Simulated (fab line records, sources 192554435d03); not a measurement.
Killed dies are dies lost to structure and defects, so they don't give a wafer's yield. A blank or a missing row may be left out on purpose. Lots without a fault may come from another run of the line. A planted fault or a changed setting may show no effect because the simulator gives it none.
A struck lot beside a sound one | flow n5_finfet | 16 steps out of a route of 1938
Sound: wafers L890.1, L890.3, L890.6. Struck: wafer L897.4. (L897.2 of the same lot was not struck and is left out.) The cause comes at the end.
At each step with rows: each side's tool, then ch and its chambers, then its first start. Under that, the readings that differ: sound wafers | struck wafers | difference of the means | sigmas: that difference in standard deviations of wafers without a fault.
alike: readings whose means differ by less than 2 such deviations, and words and numbers that are the same on both sides. not compared: withheld readings, readings that some wafer has no value for, bounds like >300 that may hide the same value, and numbers for which the record gives no deviation and whose values overlap.
The two part at a step that has a row with sigmas, a row that says differs or no value, or rows on one side only. Numbers that don't overlap but have no deviation are shown without sigmas and don't part them. A reading that every wafer of one side lacks parts them only if that side has two wafers or more.

first, 4 steps without rows for these wafers: N5_SDB_SOFTBAKE_06 (time 60 s); N5_SDB_EXPOSE_08 (exposes mask SDB); N5_SDB_PEB_09 (peb time 60 s); N5_SDB_DEVELOP_10 (develop time 30 s).
N5_SDB_CD_MEAS_11: target cd 50 nm.
  sound on cd_sem-02 ch 0, day 6 05:49; struck on cd_sem-02 ch 0, day 8 01:14
  reading    | sound          | struck | difference | sigmas
  cd_nm (nm) | 49.8 51.2 49.4 | 52.6   | +2.5       | +3
N5_SDB_OVL_MEAS_12:
  sound on overlay-01 ch 0, day 6 05:51; struck on overlay-02 ch 0, day 8 01:16
  alike: SDB_OVL
N5_SDB_INSPECT_13: inspects for defects (brightfield).
  sound on defect_inspect-02, day 6 05:53; struck on defect_inspect-02, day 8 01:17
  alike: raw_defect_count
N5_SDB_DESCUM_16: chemistry O2, time 7.9 s.
  sound on rie_diel-01 ch 1,2,3, day 6 05:55; struck on rie_diel-01 ch 3, day 8 01:19
  alike: drypump_motor_current_A, oes_product_au, rf_vpp_V, showerhead_plenum_p_Torr, throttle_valve_pct
  not compared: rf_hours_counter_h
N5_SDB_ETCH_17: etches SiARC in CF4, target depth 23.4 nm, time 39 s.
  sound on rie_diel-01 ch 1,2,3, day 6 05:57; struck on rie_diel-01 ch 3, day 8 01:22
  alike: bias_w, drypump_motor_current_A, etch_rf_on_time_s, oes_product_au, rf_vpp_V, showerhead_plenum_p_Torr, throttle_valve_pct
  not compared: rf_hours_counter_h
N5_SDB_ETCH_18: etches SOC in N2/H2, target depth 100 nm, overetch 20 nm, time 150 s.
  sound on rie_diel-01 ch 1,2,3, day 6 05:59; struck on rie_diel-01 ch 3, day 8 01:23
  alike: bias_w, drypump_motor_current_A, oes_product_au, rf_vpp_V, showerhead_plenum_p_Torr, throttle_valve_pct
  not compared: rf_hours_counter_h
then, 1 step without rows for these wafers: N5_SDB_STRIP_19 (strips in N2/H2).
N5_SDB_STRIP_21: strips in CF4.
  sound on rie_diel-01 ch 1,2,3, day 6 06:07; struck on rie_diel-01 ch 3, day 8 01:32
  alike: drypump_motor_current_A, oes_product_au, rf_vpp_V, showerhead_plenum_p_Torr, throttle_valve_pct
  not compared: rf_hours_counter_h
N5_SDB_HM_OPEN_20: chemistry CH3F/O2, target SiNx, stops on poly-Si, target depth 24 nm.
  sound on rie_diel-01 ch 1,2,3, day 6 06:08; struck on rie_diel-01 ch 3, day 8 01:33
  reading                              | sound             | struck | difference | sigmas
  bias_w (W)                           | 72.96 72.62 73.03 | 73.63  | +0.76      | +3
  over_etch_frac                       | 0.4 0.4 0.4       | 0.6075 | +0.2075    |
  model.SOC_of_SDB_COAT_03.thk_nm (nm) | 84 84.6 84        | 81.6   | -2.6       |
  alike: drypump_motor_current_A, oes_product_au, rf_vpp_V, showerhead_plenum_p_Torr, throttle_valve_pct
  not compared: rf_hours_counter_h
N5_SDB_STRIP_22: strips in N2/H2.
  sound on plasma_asher-01 ch 0, day 6 06:13; struck on plasma_asher-01 ch 0, day 8 01:43
  reading                      | sound          | struck | difference | sigmas
  strip_time_to_endpoint_s (s) | 96.1 96.8 96.3 | 93.9   | -2.5       | -8
  alike: drypump_motor_current_A, heater_power_w, oes_product_au
  not compared: rf_hours_counter_h
then, 1 step without rows for these wafers: N5_SDB_PRECLEAN_23 (cleans in dHF, time 30 s).
-- the record jumps here: 7 days lie between the struck wafers' starts before and after (it left off in module SDB and takes up again in module BEOL_M4, whose first step shown is number 1111 of the route) --
N5_BEOL_M4_RC_MEAS_101:
  sound on prober-01 ch 0, day 12 19:11; struck on prober-02 ch 0, day 14 23:02
  reading       | sound          | struck | difference | sigmas
  SS_N (mV/dec) | 71.8 71.9 71.5 | 70.6   | -1.1       | -2
  alike: DIBL_N, DIBL_P, IOFF_N, IOFF_P, ION_N, ION_P, SS_P, VT_N, VT_P

WHERE THEY PART
First at N5_SDB_CD_MEAS_11; last, within this record, at N5_BEOL_M4_RC_MEAS_101.

WHY: what the simulator had put in
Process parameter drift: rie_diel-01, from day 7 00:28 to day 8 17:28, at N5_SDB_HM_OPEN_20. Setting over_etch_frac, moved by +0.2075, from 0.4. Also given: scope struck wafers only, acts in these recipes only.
